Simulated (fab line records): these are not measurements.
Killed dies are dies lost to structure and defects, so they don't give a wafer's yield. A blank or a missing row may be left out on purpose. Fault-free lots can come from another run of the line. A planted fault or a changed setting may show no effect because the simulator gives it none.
Which tool was responsible? | flow nandHarc | 18 wafers from 6 lots sampled at 3 of the route's 1302 steps

WHAT THE GAUGES SHOWED, per wafer
NHARC_A_BONDPAD_THK_MEAS_30: measures by ellipsometry.
lot  | measured     | on           | thkNm (nm)
L766 | day 23 07:37 | filmMetro-02 | 198.2 199.5 197.9
L769 | day 24 07:46 | filmMetro-02 | 201.1 197.9 200.2
L780 | day 29 01:58 | filmMetro-02 | 200.7 200.5 200.5
L782 | day 29 20:41 | filmMetro-02 | 199.5 196.9 200.1
L785 | day 31 04:51 | filmMetro-01 | 201.8 201.0 200.5
L787 | day 32 02:31 | filmMetro-01 | 202.5 201.0 199.3

WHICH TOOL RAN EACH LOT (tool, then ch and the chambers of the sampled wafers, then the start)
lot  | NHARC_A_CHANNEL_FILL_D2_ETCHBACK_19 | NHARC_A_BONDPAD_CMP_29
L766 | rieSi-04 ch 0,2, day 14 13:05       | cmp-03 ch 0,3, day 23 07:22
L769 | rieSi-03 ch 1,2, day 16 04:44       | cmp-01 ch 1,2, day 24 07:31
L780 | rieSi-04 ch 0,1,3, day 20 23:43     | cmp-01 ch 1,2,3, day 29 01:43
L782 | rieSi-03 ch 0,1, day 21 09:04       | cmp-02 ch 0,1,2, day 29 20:28
L785 | rieSi-03 ch 0,1, day 22 11:47       | cmp-02 ch 1,2, day 31 04:38
L787 | rieSi-04 ch 1,2,3, day 23 14:37     | cmp-01 ch 0,1,3, day 32 02:19
- NHARC_A_CHANNEL_FILL_D2_ETCHBACK_19: etches the open film in HBr/Cl2, target depth 5 nm, time 1.7 s.
- NHARC_A_BONDPAD_CMP_29: polishes SiCN, target thk 200 nm.

THE ANSWER, worked out from the rows above alone
Rule: what is usual is taken from the lots themselves. Put in order of their means at a reading, lots are off if they are a third of the lots or fewer, leave a main group of 4 or more, and stand apart from it by a gap of 3 or more times the standard deviation of the main group's means; of several such gaps the widest counts. Not used: any main group whose means are identical at the precision the tables above print for the reading. Also off: a lot with no number at a reading for which 4 or more lots have one. Where the step has rows for the other lots, those lots are counted as sound.
No lot is off on any of the readings shown, so nothing can be concluded from this.

WHAT THE SIMULATOR HAD INSERTED
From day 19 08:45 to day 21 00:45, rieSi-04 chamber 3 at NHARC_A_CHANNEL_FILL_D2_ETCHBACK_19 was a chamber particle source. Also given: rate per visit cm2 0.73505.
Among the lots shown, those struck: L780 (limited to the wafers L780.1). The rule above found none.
